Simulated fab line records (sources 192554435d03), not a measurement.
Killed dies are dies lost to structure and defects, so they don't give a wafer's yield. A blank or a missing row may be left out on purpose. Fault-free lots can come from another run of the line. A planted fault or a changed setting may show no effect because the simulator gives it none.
Matching of chambers -- flow n5_finfet -- N5_BEOL_M3_ETCH_74 on rie_diel-01: 4 sister chambers
The step etches underlayer in N2/H2, target depth 6.5 nm, time 5.2 s. 22 wafers are shown with their chamber, then 11 later ones without.

## WAFERS WITH THEIR CHAMBER
wafer,chamber,showerhead_plenum_p_Torr (Torr),drypump_motor_current_A (A),throttle_valve_pct (%)
L074.2,1,2.56,5.6,17.78
L074.3,2,2.47,4.9,17.44
L074.4,2,2.47,4.9,17.43
L077.2,3,2.59,5.5,17.65
L077.3,0,2.69,5.8,17.86
L077.4,1,2.56,5.7,17.77
L083.1,3,2.58,5.5,17.66
L083.4,0,2.68,5.8,17.84
L083.5,3,2.59,5.5,17.71
L084.1,2,2.46,4.9,17.48
L084.2,0,2.68,5.8,17.85
L084.6,3,2.58,5.6,17.68
L085.3,2,2.46,4.8,17.50
L085.5,3,2.58,5.5,17.70
L085.6,0,2.68,5.8,17.85
L086.1,3,2.58,5.5,17.68
L086.5,2,2.46,4.8,17.50
L086.6,1,2.55,5.7,17.83
L088.2,3,2.58,5.5,17.70
L088.5,1,2.55,5.7,17.81
L088.6,0,2.68,5.8,17.87
L089.1,1,2.55,5.7,17.80

SIGNATURES (means of the wafers above)
reading,chamber 0,chamber 1,chamber 2,chamber 3,scatter within a chamber
showerhead_plenum_p_Torr,2.6820,2.5540,2.4640,2.5829,0.00507
drypump_motor_current_A,5.800,5.680,4.860,5.514,0.0398
throttle_valve_pct,17.8540,17.7980,17.4700,17.6829,0.0237
Rule: a wafer's distance from a chamber is the root of the sum, over the readings, of the square of ((its reading less the chamber's mean) divided by the reading's scatter). If the next closest chamber is less than 2 further off than the closest, the wafer can't be placed; otherwise it belongs to the closest. The scatter: take each reading less its chamber's mean, square it, sum over the shown wafers, divide by the number of wafers less the number of chambers, and take the root.

## WAFERS WITHOUT THEIR CHAMBER
wafer,showerhead_plenum_p_Torr (Torr),drypump_motor_current_A (A),throttle_valve_pct (%)
L089.4,2.58,5.5,17.70
L089.6,2.55,5.7,17.82
L087.1,2.68,5.8,17.85
L087.2,2.46,4.9,17.50
L087.3,2.55,5.6,17.82
L092.2,2.46,4.9,17.51
L092.4,2.58,5.5,17.71
L092.5,2.68,5.8,17.86
L097.3,2.67,5.8,17.88
L097.4,2.45,4.8,17.50
L097.6,2.54,5.7,17.83

## WHICH CHAMBER EACH WENT THROUGH
wafer,from the rows above,in truth
L089.4,3,3
L089.6,1,1
L087.1,0,0
L087.2,2,2
L087.3,1,1
L092.2,2,2
L092.4,3,3
L092.5,0,0
L097.3,0,0
L097.4,2,2
L097.6,1,1
Correct placement for 11 of the 11. From these rows, 0 cannot be placed. Placed wrongly: 0.
